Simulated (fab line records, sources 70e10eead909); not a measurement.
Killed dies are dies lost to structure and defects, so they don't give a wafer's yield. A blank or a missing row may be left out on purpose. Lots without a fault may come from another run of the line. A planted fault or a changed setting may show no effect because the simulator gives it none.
Which tool did it? | flow nand_harc | 14 lots, 42 wafers sampled, at 5 steps of a route of 1302

WHAT THE GAUGES READ, wafer by wafer
NHARC_P_M2_CD_MEAS_09: target cd 170 nm.
lot  | measured     | on        | cd_nm (nm)
L258 | day 6 13:59  | cd_sem-03 | 169.4 169.3 170.3
L259 | day 6 16:23  | cd_sem-03 | 170.7 169.9 169.8
L260 | day 7 06:17  | cd_sem-01 | 169.0 169.3 170.2
L262 | day 7 22:56  | cd_sem-01 | 170.9 170.9 170.6
L263 | day 8 14:22  | cd_sem-02 | 170.1 170.7 169.6
L264 | day 9 09:14  | cd_sem-03 | 169.9 169.8 170.5
L265 | day 9 10:04  | cd_sem-03 | 171.1 170.9 169.5
L266 | day 9 18:26  | cd_sem-02 | 170.7 170.2 170.4
L269 | day 11 05:01 | cd_sem-03 | 170.2 171.1 170.6
L271 | day 11 14:39 | cd_sem-03 | 170.9 170.6 170.3
L275 | day 13 11:13 | cd_sem-02 | 170.5 169.9 170.7
L279 | day 14 21:56 | cd_sem-03 | 169.0 170.1 170.1
L280 | day 15 07:50 | cd_sem-03 | 171.1 170.7 170.6
L281 | day 15 20:31 | cd_sem-01 | 169.2 169.5 169.4

NHARC_END_SORT_01.
lot  | measured     | on        | defect_limited_yield (%) | killed_at_array | killed_at_other | killed_at_periphery | killed_dies | killed_open | killed_short
L269 | day 29 18:43 | prober-02 | 94.8 95.7 94.7           | 27 18 26        | 2 3 4           | 6 8 6               | 35 29 36    | 9 4 4       | 3 2 5

WHICH TOOL RAN EACH LOT (tool, then ch and the chambers of the sampled wafers, then the start)
lot  | NHARC_P_M1_DEGAS_29          | NHARC_P_M2_PRE_CLEAN_32         | NHARC_P_BONDPAD_DEP_00
L258 | pvd_sputter-02, day 6 10:55  | pecvd-04 ch 0,2, day 6 17:16    | pecvd-03 ch 0,2, day 6 17:44
L259 | pvd_sputter-03, day 6 13:15  | pecvd-04 ch 0,1,2, day 6 19:14  | pecvd-04 ch 1,2, day 6 19:43
L260 | pvd_sputter-02, day 7 03:02  | pecvd-04 ch 0,2, day 7 09:07    | pecvd-01 ch 0,2, day 7 09:39
L262 | pvd_sputter-03, day 7 20:06  | pecvd-04 ch 0,1,2, day 8 01:52  | pecvd-01 ch 0,1,2, day 8 02:25
L263 | pvd_sputter-02, day 8 11:25  | pecvd-01 ch 0,1,2, day 8 17:11  | pecvd-04 ch 1,2, day 8 17:43
L264 | pvd_sputter-02, day 9 06:23  | pecvd-01 ch 0,2, day 9 12:04    | pecvd-03 ch 0,1, day 9 12:36
L265 | pvd_sputter-03, day 9 07:07  | pecvd-04 ch 0,1,2, day 9 12:53  | pecvd-03 ch 1,2, day 9 13:23
L266 | pvd_sputter-03, day 9 15:33  | pecvd-01 ch 0,1,2, day 9 21:16  | pecvd-03 ch 0,1, day 9 21:47
L269 | pvd_sputter-03, day 11 02:09 | pecvd-01 ch 0,1, day 11 07:58   | pecvd-03 ch 0,1,2, day 11 08:29
L271 | pvd_sputter-03, day 11 11:41 | pecvd-04 ch 1,2, day 11 17:29   | pecvd-03 ch 0,2, day 11 18:04
L275 | pvd_sputter-03, day 13 08:22 | pecvd-04 ch 0,1,2, day 13 14:06 | pecvd-03 ch 0,1,2, day 13 14:35
L279 | pvd_sputter-03, day 14 18:26 | pecvd-03 ch 0,1,2, day 15 00:44 | pecvd-04 ch 0,1,2, day 15 01:14
L280 | pvd_sputter-02, day 15 04:53 | pecvd-04 ch 0,1, day 15 10:41   | pecvd-01 ch 0,1,2, day 15 11:14
L281 | pvd_sputter-02, day 15 17:33 | pecvd-04 ch 0,2, day 15 23:29   | pecvd-01 ch 0,1,2, day 15 23:57
- NHARC_P_M1_DEGAS_29: time 60 s.
- NHARC_P_M2_PRE_CLEAN_32: time 12 s.
- NHARC_P_BONDPAD_DEP_00: deposits SiCN, target thk 250 nm.

WHAT THE TOOLS THEMSELVES READ (means of the sampled wafers that have a number; where no wafer has one, the mark that the record gives instead)
NHARC_P_M1_DEGAS_29.
lot  | tool           | heater_power_w (W)
L258 | pvd_sputter-02 | 292
L259 | pvd_sputter-03 | 324
L260 | pvd_sputter-02 | 318
L262 | pvd_sputter-03 | 328
L263 | pvd_sputter-02 | 315
L264 | pvd_sputter-02 | 310
L265 | pvd_sputter-03 | 309
L266 | pvd_sputter-03 | 313
L269 | pvd_sputter-03 | 334
L271 | pvd_sputter-03 | 320
L275 | pvd_sputter-03 | 316
L279 | pvd_sputter-03 | 327
L280 | pvd_sputter-02 | 345
L281 | pvd_sputter-02 | 342

NHARC_P_M2_PRE_CLEAN_32.
lot  | tool     | heater_power_outer_w (W) | heater_power_w (W)
L258 | pecvd-04 | 371                      | 624
L259 | pecvd-04 | 388                      | 648
L260 | pecvd-04 | 352                      | 621
L262 | pecvd-04 | 374                      | 635
L263 | pecvd-01 | 401                      | 710
L264 | pecvd-01 | 346                      | 612
L265 | pecvd-04 | 399                      | 666
L266 | pecvd-01 | 383                      | 684
L269 | pecvd-01 | 434                      | 780
L271 | pecvd-04 | 356                      | 589
L275 | pecvd-04 | 377                      | 640
L279 | pecvd-03 | 328                      | 582
L280 | pecvd-04 | 404                      | 689
L281 | pecvd-04 | 337                      | 564

NHARC_P_BONDPAD_DEP_00.
lot  | tool     | heater_power_outer_w (W) | heater_power_w (W)
L258 | pecvd-03 | 332                      | 573
L259 | pecvd-04 | 338                      | 588
L260 | pecvd-01 | 345                      | 633
L262 | pecvd-01 | 334                      | 624
L263 | pecvd-04 | 354                      | 613
L264 | pecvd-03 | 278                      | 490
L265 | pecvd-03 | 296                      | 547
L266 | pecvd-03 | 329                      | 549
L269 | pecvd-03 | 289                      | 518
L271 | pecvd-03 | 348                      | 585
L275 | pecvd-03 | 310                      | 550
L279 | pecvd-04 | 315                      | 557
L280 | pecvd-01 | 359                      | 655
L281 | pecvd-01 | 373                      | 655

THE ANSWER, worked out from the rows above alone
Rule: what is usual is taken from the lots themselves. Put in order of their means at a reading, lots are off if they are a third of the lots or fewer, leave a main group of 4 or more, and stand apart from it by a gap of 3 or more times the standard deviation of the main group's means; of several such gaps the widest counts. A main group whose means are all the same, to the digits that the tables above print for the reading, isn't used. A lot without any number at a reading at which 4 lots or more have one is off too. The other lots that the step has rows for count as sound. The gauges are gone through in route order, then the tools' own readings, and for those a lot's mean is taken as printed above. The first step at which some lot is off is used, and at that step the reading that is off furthest; a lot without a number counts as furthest.
No lot is off at any reading shown: from this, nothing can be told.

WHAT THE SIMULATOR HAD PUT IN
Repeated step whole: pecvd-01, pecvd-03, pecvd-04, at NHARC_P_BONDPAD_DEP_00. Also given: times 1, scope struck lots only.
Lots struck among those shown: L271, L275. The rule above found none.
